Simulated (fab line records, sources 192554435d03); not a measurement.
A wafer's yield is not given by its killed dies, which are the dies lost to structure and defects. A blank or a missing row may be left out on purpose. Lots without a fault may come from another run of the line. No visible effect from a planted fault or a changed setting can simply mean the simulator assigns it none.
Chamber matching || flow n5 finfet || pecvd-04 running N5_BEOL_M4_ILD_DEP_00: 3 sister chambers
The step deposits SiOC from DEMS/O2, target thk 79 nm, time 15.3 s. 18 wafers are shown with their chamber, then 9 later ones without.

## WAFERS WITH THEIR CHAMBER
{"wafer": "L074.2", "chamber": 2, "heater power w (W)": 428, "showerhead plenum p Torr (Torr)": 5.685, "throttle valve pct (%)": 11.7}
{"wafer": "L074.3", "chamber": 1, "heater power w (W)": 482, "showerhead plenum p Torr (Torr)": 5.692, "throttle valve pct (%)": 11.8}
{"wafer": "L074.4", "chamber": 0, "heater power w (W)": 398, "showerhead plenum p Torr (Torr)": 5.700, "throttle valve pct (%)": 11.6}
{"wafer": "L077.1", "chamber": 2, "heater power w (W)": 452, "showerhead plenum p Torr (Torr)": 5.692, "throttle valve pct (%)": 11.6}
{"wafer": "L077.4", "chamber": 2, "heater power w (W)": 443, "showerhead plenum p Torr (Torr)": 5.694, "throttle valve pct (%)": 11.8}
{"wafer": "L077.6", "chamber": 0, "heater power w (W)": 360, "showerhead plenum p Torr (Torr)": 5.705, "throttle valve pct (%)": 11.6}
{"wafer": "L079.1", "chamber": 2, "heater power w (W)": 510, "showerhead plenum p Torr (Torr)": 5.689, "throttle valve pct (%)": 11.6}
{"wafer": "L079.2", "chamber": 0, "heater power w (W)": 401, "showerhead plenum p Torr (Torr)": 5.708, "throttle valve pct (%)": 11.9}
{"wafer": "L079.6", "chamber": 0, "heater power w (W)": 394, "showerhead plenum p Torr (Torr)": 5.708, "throttle valve pct (%)": 11.4}
{"wafer": "L081.2", "chamber": 2, "heater power w (W)": 452, "showerhead plenum p Torr (Torr)": 5.691, "throttle valve pct (%)": 11.8}
{"wafer": "L081.4", "chamber": 0, "heater power w (W)": 426, "showerhead plenum p Torr (Torr)": 5.700, "throttle valve pct (%)": 11.7}
{"wafer": "L081.5", "chamber": 2, "heater power w (W)": 440, "showerhead plenum p Torr (Torr)": 5.691, "throttle valve pct (%)": 11.8}
{"wafer": "L084.3", "chamber": 2, "heater power w (W)": 474, "showerhead plenum p Torr (Torr)": 5.669, "throttle valve pct (%)": 11.9}
{"wafer": "L084.5", "chamber": 0, "heater power w (W)": 424, "showerhead plenum p Torr (Torr)": 5.718, "throttle valve pct (%)": 11.5}
{"wafer": "L084.6", "chamber": 1, "heater power w (W)": 491, "showerhead plenum p Torr (Torr)": 5.695, "throttle valve pct (%)": 11.5}
{"wafer": "L085.1", "chamber": 0, "heater power w (W)": 364, "showerhead plenum p Torr (Torr)": 5.707, "throttle valve pct (%)": 11.7}
{"wafer": "L085.3", "chamber": 0, "heater power w (W)": 357, "showerhead plenum p Torr (Torr)": 5.714, "throttle valve pct (%)": 11.5}
{"wafer": "L085.5", "chamber": 2, "heater power w (W)": 448, "showerhead plenum p Torr (Torr)": 5.683, "throttle valve pct (%)": 11.8}

SIGNATURES, as means of the wafers listed above
{"reading": "heater power w", "chamber 0": 390.50, "chamber 1": 486.50, "chamber 2": 455.88, "scatter within a chamber": 25.7}
{"reading": "showerhead plenum p Torr", "chamber 0": 5.70750, "chamber 1": 5.69350, "chamber 2": 5.68675, "scatter within a chamber": 0.00698}
{"reading": "throttle valve pct", "chamber 0": 11.613, "chamber 1": 11.650, "chamber 2": 11.750, "scatter within a chamber": 0.14}
Rule: for each reading, subtract the chamber's mean from the wafer's reading, divide by that reading's scatter and square the result; add these up over the readings and take the root, which gives the wafer's distance from the chamber. The wafer belongs to the nearest chamber; if the next one is less than 2 further off, it can't be placed. The scatter is the square root of a quotient: the sum, over the shown wafers, of each reading's squared deviation from its chamber's mean, divided by wafers minus chambers.

## WAFERS MISSING THEIR CHAMBER
{"wafer": "L086.1", "heater power w (W)": 399, "showerhead plenum p Torr (Torr)": 5.681, "throttle valve pct (%)": 11.8}
{"wafer": "L086.2", "heater power w (W)": 471, "showerhead plenum p Torr (Torr)": 5.704, "throttle valve pct (%)": 12.1}
{"wafer": "L086.3", "heater power w (W)": 518, "showerhead plenum p Torr (Torr)": 5.697, "throttle valve pct (%)": 11.9}
{"wafer": "L087.1", "heater power w (W)": 366, "showerhead plenum p Torr (Torr)": 5.701, "throttle valve pct (%)": 12.0}
{"wafer": "L087.3", "heater power w (W)": 436, "showerhead plenum p Torr (Torr)": 5.684, "throttle valve pct (%)": 12.0}
{"wafer": "L087.4", "heater power w (W)": 431, "showerhead plenum p Torr (Torr)": 5.689, "throttle valve pct (%)": 11.9}
{"wafer": "L096.3", "heater power w (W)": 490, "showerhead plenum p Torr (Torr)": 5.698, "throttle valve pct (%)": 12.2}
{"wafer": "L096.5", "heater power w (W)": 492, "showerhead plenum p Torr (Torr)": 5.692, "throttle valve pct (%)": 11.9}
{"wafer": "L096.6", "heater power w (W)": 522, "showerhead plenum p Torr (Torr)": 5.706, "throttle valve pct (%)": 11.8}

## WHICH CHAMBER EACH WENT THROUGH
{"wafer": "L086.1", "from the rows above": "can't be placed: 2 or 1 or 0", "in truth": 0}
{"wafer": "L086.2", "from the rows above": "can't be placed: 2 or 1 or 0", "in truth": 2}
{"wafer": "L086.3", "from the rows above": "can't be placed: 1 or 2", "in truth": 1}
{"wafer": "L087.1", "from the rows above": "can't be placed: 0 or 2", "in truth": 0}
{"wafer": "L087.3", "from the rows above": "can't be placed: 2 or 1", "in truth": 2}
{"wafer": "L087.4", "from the rows above": "can't be placed: 2 or 1", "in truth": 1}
{"wafer": "L096.3", "from the rows above": "can't be placed: 2 or 1", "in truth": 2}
{"wafer": "L096.5", "from the rows above": "can't be placed: 1 or 2", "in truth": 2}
{"wafer": "L096.6", "from the rows above": "can't be placed: 1 or 2", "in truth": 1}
Correct placement for 0 of the 9. From these rows, 9 cannot be placed; in 9 the true chamber is one of the candidates. 0 placed wrongly.
